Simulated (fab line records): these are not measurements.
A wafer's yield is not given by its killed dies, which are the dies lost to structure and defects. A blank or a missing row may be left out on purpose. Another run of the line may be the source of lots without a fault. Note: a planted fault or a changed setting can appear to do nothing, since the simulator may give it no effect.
A lot that was struck, set against a sound lot    flow n5_finfet    15 out of 1938 route steps
Sound: these wafers, L931.4, L931.5, L931.6. Struck: wafers L939.3, L939.6. (L939.2 of the same lot was not struck and is left out.) The cause comes at the end.
Each step with rows lists, per side, the tool, then ch with its chambers, then its first start. Under that, the readings that differ: sound wafers    struck wafers    difference of the means    sigmas: that difference in standard deviations of wafers without a fault.
alike: a reading whose means differ by less than 2 such deviations, as well as words and numbers matching on both sides. not compared: withheld readings; readings where some wafer has no value; bounds like >300 that might hide an equal value; numbers whose values overlap and for which the record gives no deviation.
Wherever a step has rows on one side only, a row that says differs or no value, or a row with sigmas, the two part there. Numbers that don't overlap but have no deviation are shown without sigmas and don't part them. A reading that every wafer of one side lacks parts them only if that side has two wafers or more.

first, 3 steps without rows for these wafers: N5_SD_EPI_P_EXPOSE_06 (exposes mask SD P BLK, target cd 240 nm); N5_SD_EPI_P_PEB_07 (peb time 60 s); N5_SD_EPI_P_DEVELOP_08 (develop time 30 s).
N5_SD_EPI_P_CD_MEAS_09: the cd target is 240 nm.
  sound on cd_sem-02 ch 0, day 3 04:09; struck on cd_sem-02 ch 0, day 5 03:35
  alike: cd_nm
N5_SD_EPI_P_OVL_MEAS_10:
  sound on overlay-01 ch 0, day 3 04:11; struck on overlay-02 ch 0, day 5 03:37
  alike: SD_P_BLK_OVL
N5_SD_EPI_P_INSPECT_11: inspects for defects (macro).
  struck on defect_inspect-02, day 5 03:39; sound on defect_inspect-02, day 3 04:13
  alike: raw_defect_count
N5_SD_EPI_P_DESCUM_14: chemistry O2, time 7.9 s.
  sound on rie_diel-06 ch 0,1,3, day 3 04:14; struck on rie_diel-05 ch 1,3, day 5 03:41
  alike: drypump_motor_current_A, oes_product_au, rf_fwd_power_W, rf_vpp_V, showerhead_plenum_p_Torr, temp_c, throttle_valve_pct
  not compared: rf_hours_counter_h
N5_SD_EPI_P_ETCH_36: etches SiARC in CF4, target depth 45.5 nm, time 75.8 s.
  sound on rie_diel-06 ch 0,1,3, day 3 04:16; struck on rie_diel-05 ch 1,3, day 5 03:43
reading               sound                 struck       difference  sigmas
cf4_flow_sccm (sccm)  100.10 100.21 100.32  99.37 99.80  -0.62       -2
  alike: drypump_motor_current_A, etch_rf_on_time_s, oes_product_au, rf_fwd_power_W, rf_vpp_V, showerhead_plenum_p_Torr, throttle_valve_pct
  not compared: rf_hours_counter_h
N5_SD_EPI_P_ETCH_37: etches SOC in N2/H2, overetch 108 nm, time 486 s.
  sound on rie_diel-06 ch 0,1,3, day 3 04:20; struck on rie_diel-05 ch 1,3, day 5 03:46
  alike: drypump_motor_current_A, oes_product_au, rf_fwd_power_W, rf_vpp_V, showerhead_plenum_p_Torr, temp_c, throttle_valve_pct
  not compared: rf_hours_counter_h
then, 1 step without rows for these wafers: N5_SD_EPI_P_STRIP_38 (strips in N2/H2).
N5_SD_EPI_P_ETCHBACK_46: etches SiNx in CH3F/O2, stops on SiO2, target depth 17.5 nm.
  sound on rie_diel-06 ch 0,1,3, day 3 04:39; struck on rie_diel-05 ch 1,3, day 5 04:06
  alike: drypump_motor_current_A, oes_product_au, rf_fwd_power_W, rf_vpp_V, showerhead_plenum_p_Torr, throttle_valve_pct
  not compared: rf_hours_counter_h
N5_SD_EPI_P_ETCH_47: etches SiOCN in CH3F/O2, target depth 25 nm.
  sound on rie_diel-06 ch 0,1,3, day 3 04:45; struck on rie_diel-05 ch 1,3, day 5 04:12
  alike: drypump_motor_current_A, oes_product_au, rf_fwd_power_W, rf_vpp_V, showerhead_plenum_p_Torr, throttle_valve_pct
  not compared: rf_hours_counter_h
N5_SD_EPI_P_ETCH_16: etches SiO2 in CHF3/O2, target depth 5 nm.
  sound on rie_diel-06 ch 0,1,3, day 3 04:51; struck on rie_diel-05 ch 1,3, day 5 04:18
reading                   sound              struck       difference  sigmas
model.etch.depth_nm (nm)  4.849 5.023 5.095  4.487 4.339  -0.576      
  alike: drypump_motor_current_A, oes_product_au, rf_fwd_power_W, rf_vpp_V, showerhead_plenum_p_Torr, throttle_valve_pct
  not compared: rf_hours_counter_h
then, 1 step without rows for these wafers: N5_SD_EPI_P_STRIP_50 (strips in CHF3/O2).
-- the record jumps here: 6 days lie between the struck wafers' starts before and after (it left off in module SD_EPI_P and takes up again in module BEOL_M4, whose first step shown is number 1111 of the route) --
N5_BEOL_M4_RC_MEAS_101:
  sound on prober-02 ch 0, day 8 10:49; struck on prober-01 ch 0, day 10 19:16
reading        sound           struck     difference  sigmas
SS_N (mV/dec)  72.0 71.6 72.2  70.8 70.8  -1.1        -2
SS_P (mV/dec)  73.3 73.5 73.5  71.0 72.5  -1.7        -3
  alike: DIBL_N, DIBL_P, IOFF_N, IOFF_P, ION_N, ION_P, VT_N, VT_P

## WHERE THEY PART
At N5_SD_EPI_P_ETCH_36 first; at N5_BEOL_M4_RC_MEAS_101 last (within this record only).

WHY: the cause the simulator had injected
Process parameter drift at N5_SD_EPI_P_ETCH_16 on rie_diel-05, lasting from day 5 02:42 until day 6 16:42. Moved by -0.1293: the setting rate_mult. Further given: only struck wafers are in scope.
